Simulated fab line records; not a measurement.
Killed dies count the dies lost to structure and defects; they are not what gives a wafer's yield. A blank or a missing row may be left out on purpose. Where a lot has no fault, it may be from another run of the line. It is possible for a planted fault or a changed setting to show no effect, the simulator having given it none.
Matching of chambers / flow n5 finfet / cmp-01 running N5_GATE_CUT_CMP_23: 4 sister chambers
The step polishes, stops on SiO2, t overpolish 23.4 s, target thk 16 nm. 16 wafers are shown with their chamber, then 8 later ones without.

## WAFERS, EACH WITH ITS CHAMBER
wafer=L074.2; chamber=0; motor current A (A)=7.6; overpolish run s (s)=23.389; time to endpoint s (s)=17.3
wafer=L074.3; chamber=2; motor current A (A)=8.3; overpolish run s (s)=23.391; time to endpoint s (s)=18.2
wafer=L074.6; chamber=3; motor current A (A)=9.4; overpolish run s (s)=23.396; time to endpoint s (s)=17.5
wafer=L079.3; chamber=0; motor current A (A)=7.8; overpolish run s (s)=23.407; time to endpoint s (s)=22.1
wafer=L079.4; chamber=2; motor current A (A)=8.2; overpolish run s (s)=23.391; time to endpoint s (s)=19.3
wafer=L079.6; chamber=2; motor current A (A)=8.0; overpolish run s (s)=23.406; time to endpoint s (s)=21.0
wafer=L080.3; chamber=1; motor current A (A)=8.8; overpolish run s (s)=23.393; time to endpoint s (s)=21.3
wafer=L080.4; chamber=0; motor current A (A)=7.8; overpolish run s (s)=23.410; time to endpoint s (s)=19.2
wafer=L080.5; chamber=0; motor current A (A)=8.0; overpolish run s (s)=23.414; time to endpoint s (s)=18.7
wafer=L081.2; chamber=2; motor current A (A)=7.9; overpolish run s (s)=23.398; time to endpoint s (s)=18.7
wafer=L081.4; chamber=1; motor current A (A)=9.0; overpolish run s (s)=23.392; time to endpoint s (s)=21.5
wafer=L081.5; chamber=2; motor current A (A)=7.8; overpolish run s (s)=23.396; time to endpoint s (s)=20.2
wafer=L083.3; chamber=0; motor current A (A)=7.8; overpolish run s (s)=23.396; time to endpoint s (s)=21.0
wafer=L083.5; chamber=3; motor current A (A)=9.6; overpolish run s (s)=23.398; time to endpoint s (s)=22.7
wafer=L083.6; chamber=2; motor current A (A)=7.8; overpolish run s (s)=23.392; time to endpoint s (s)=21.5
wafer=L084.2; chamber=3; motor current A (A)=9.0; overpolish run s (s)=23.407; time to endpoint s (s)=21.6

SIGNATURES, as means of the wafers listed above
reading=motor current A; chamber 0=7.800; chamber 1=8.900; chamber 2=8.000; chamber 3=9.333; scatter within a chamber=0.205
reading=overpolish run s; chamber 0=23.40320; chamber 1=23.39250; chamber 2=23.39567; chamber 3=23.40033; scatter within a chamber=0.00747
reading=time to endpoint s; chamber 0=19.660; chamber 1=21.400; chamber 2=19.817; chamber 3=20.600; scatter within a chamber=1.78
Rule: distance of a wafer from a chamber = root of the sum over the readings of ((wafer's reading minus chamber's mean) / reading's scatter) squared. If the next closest chamber is less than 2 further off than the closest, the wafer can't be placed; otherwise it belongs to the closest. The scatter is the square root of a quotient: the sum, over the shown wafers, of each reading's squared deviation from its chamber's mean, divided by wafers minus chambers.

## WAFERS WITH NO CHAMBER GIVEN
wafer=L084.4; motor current A (A)=7.8; overpolish run s (s)=23.396; time to endpoint s (s)=20.0
wafer=L084.6; motor current A (A)=8.0; overpolish run s (s)=23.403; time to endpoint s (s)=20.6
wafer=L087.1; motor current A (A)=8.2; overpolish run s (s)=23.394; time to endpoint s (s)=18.7
wafer=L087.2; motor current A (A)=9.6; overpolish run s (s)=23.399; time to endpoint s (s)=20.4
wafer=L087.3; motor current A (A)=7.2; overpolish run s (s)=23.404; time to endpoint s (s)=17.6
wafer=L090.3; motor current A (A)=8.1; overpolish run s (s)=23.394; time to endpoint s (s)=17.7
wafer=L090.4; motor current A (A)=7.8; overpolish run s (s)=23.407; time to endpoint s (s)=18.5
wafer=L090.6; motor current A (A)=8.7; overpolish run s (s)=23.395; time to endpoint s (s)=19.8

## WHICH CHAMBER EACH ONE RAN IN
wafer=L084.4; from the rows above=can't be placed: 2 or 0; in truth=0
wafer=L084.6; from the rows above=can't be placed: 2 or 0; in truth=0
wafer=L087.1; from the rows above=can't be placed: 2 or 0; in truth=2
wafer=L087.2; from the rows above=3; in truth=3
wafer=L087.3; from the rows above=can't be placed: 0 or 2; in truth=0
wafer=L090.3; from the rows above=can't be placed: 2 or 0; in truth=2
wafer=L090.4; from the rows above=can't be placed: 0 or 2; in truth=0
wafer=L090.6; from the rows above=can't be placed: 1 or 3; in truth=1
Correct placement for 1 of the 8. Unplaceable from these rows: 7, with the true chamber sitting among the candidates in 7. Placed wrongly: 0.
